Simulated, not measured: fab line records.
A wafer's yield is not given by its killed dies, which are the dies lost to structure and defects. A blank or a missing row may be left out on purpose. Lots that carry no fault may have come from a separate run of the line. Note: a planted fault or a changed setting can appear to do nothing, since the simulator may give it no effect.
Comparing a struck lot with a sound one || flow n5-finfet || 36 steps out of a route of 1938
Sound: these wafers, L172.1, L172.4, L172.5. Struck: wafer L179.6 (left out: L179.3, a lot-mate that was not struck); the cause follows at the end.
Order at every step that has rows: each side's tool, ch and its chambers, its first start. Under that, the readings that differ: sound wafers || struck wafers || difference of the means || sigmas: that difference in standard deviations of wafers without a fault.
alike: readings whose means differ by less than 2 such deviations, and words and numbers that are the same on both sides. not compared: withheld readings, readings that some wafer has no value for, bounds like >300 that may hide the same value, and numbers for which the record gives no deviation and whose values overlap.
Wherever a step has rows on one side only, a row that says differs or no value, or a row with sigmas, the two part there. When numbers do not overlap yet have no deviation, they are printed without sigmas and do not part them. A reading that every wafer of one side lacks parts them only if that side has two wafers or more.

first, 9 steps without rows for these wafers: N5_BEOL_M5_ANNEAL_89 (time 1800 s); N5_BEOL_M5_SPUTTER_90 (material Cu, target thk 4.5 nm, time 8.29 s); N5_BEOL_M5_ECD_50 (material Cu, target thk 300 nm); N5_BEOL_M5_ANNEAL_51 (time 90 s); N5_BEOL_M5_CMP_52 (polishes, stops on SiCOH lowk, t overpolish 6.9 s, target thk 62 nm); N5_BEOL_M5_PRE_CLEAN_77 (time 15 s); N5_BEOL_M5_CO_CAP_78 (material Co, precursor CCTBA/H2, target thk 2 nm, time 102.1 s); N5_BEOL_M5_PRE_CLEAN_55 (time 15 s); N5_BEOL_M5_DEP_56 (deposits SiCN from 3MS/NH3, target thk 8 nm, time 14 s).
N5_BEOL_M6_ILD_DEP_00: deposits SiCOH lowk from DEMS/porogen, target thk 179.75 nm, time 33.4 s.
  sound on pecvd-03 ch 1, day 10 11:25; struck on pecvd-03 ch 1, day 12 07:39
{"reading": "model.SiCOH_lowk_of_BEOL_M6_ILD_DEP_00.thk-nm (nm)", "sound": "177 178.4 178.2", "struck": 188.6, "difference": "+10.7", "sigmas": ""}
  alike: heater-power-w, showerhead-plenum-p-Torr, throttle-valve-pct
then, 1 step without rows for these wafers: N5_BEOL_M6_CURE_74 (cures SiCOH lowk, time 240 s).
N5_BEOL_M6_THK_MEAS_01:
  sound on film-metro-02 at day 10 12:05; struck on film-metro-02 at day 12 08:43
{"reading": "M6_ILD_THK (nm)", "sound": "152.6 153.8 153.7", "struck": 162.7, "difference": "+9.3", "sigmas": "+5"}
then, 23 steps without rows for these wafers: N5_BEOL_M6_PECVD_70 (deposits SiO2 from TEOS/O2, target thk 20 nm, time 22.7 s); N5_BEOL_M6_HM_DEP_02 (deposits TiN, target thk 20 nm); N5_BEOL_M6_COAT_59 (time 60 s, resist thk 100 nm); N5_BEOL_M6_COAT_60 (time 60 s, resist thk 35 nm); N5_BEOL_M6_COAT_05 (resist thk 90 nm); N5_BEOL_M6_EBR_07; N5_BEOL_M6_SOFTBAKE_06 (time 60 s); N5_BEOL_M6_EXPOSE_08 (exposes mask M6); N5_BEOL_M6_PEB_09 (peb time 60 s); N5_BEOL_M6_DEVELOP_10 (develop time 30 s); N5_BEOL_M6_DESCUM_16 (chemistry O2, time 7.9 s); N5_BEOL_M6_ETCH_61 (etches SiARC in CF4, target depth 45.5 nm, time 75.8 s); N5_BEOL_M6_ETCH_62 (etches SOC in N2/H2, target depth 110 nm, overetch 22 nm, time 165 s); N5_BEOL_M6_STRIP_68 (strips in N2/H2); N5_BEOL_M6_STRIP_67 (strips in CF4); N5_BEOL_M6_HM_OPEN_17 (chemistry Cl2/BCl3, target TiN, target depth 20 nm, overetch 6 nm); N5_BEOL_M6_STRIP_19 (strips in O2); N5_BEOL_M6_COAT_63 (time 60 s, resist thk 60 nm); N5_BEOL_M6_COAT_64 (time 60 s, resist thk 12 nm); N5_BEOL_M6_COAT_71 (time 60 s, resist thk 5 nm); N5_BEOL_M6_COAT_22 (resist thk 30 nm); N5_BEOL_M6_EBR_24; N5_BEOL_M6_SOFTBAKE_23 (time 60 s).
N5_BEOL_M6_CMP_52: polishes, stops on SiCOH lowk, t overpolish 6.9 s, target thk 80 nm.
  sound on cmp-03 ch 2,3, day 10 17:17; struck on cmp-03 ch 3, day 12 17:26
{"reading": "edge-zone-pressure-frac", "sound": "0.999 0.998 0.998", "struck": 1.017, "difference": "+0.019", "sigmas": "+4"}
{"reading": "model.SiCOH_lowk_of_BEOL_M6_ILD_DEP_00.thk-nm (nm)", "sound": "149.6 150.8 150.8", "struck": 159.6, "difference": "+9.2", "sigmas": ""}
  alike: barrier-field-endpoint-s, motor-current-A, overpolish-run-s, time-to-endpoint-s

WHERE THEY PART
Last at N5_BEOL_M6_CMP_52 as far as this record goes, first at N5_BEOL_M6_THK_MEAS_01.

WHY: what had been put in by the simulator
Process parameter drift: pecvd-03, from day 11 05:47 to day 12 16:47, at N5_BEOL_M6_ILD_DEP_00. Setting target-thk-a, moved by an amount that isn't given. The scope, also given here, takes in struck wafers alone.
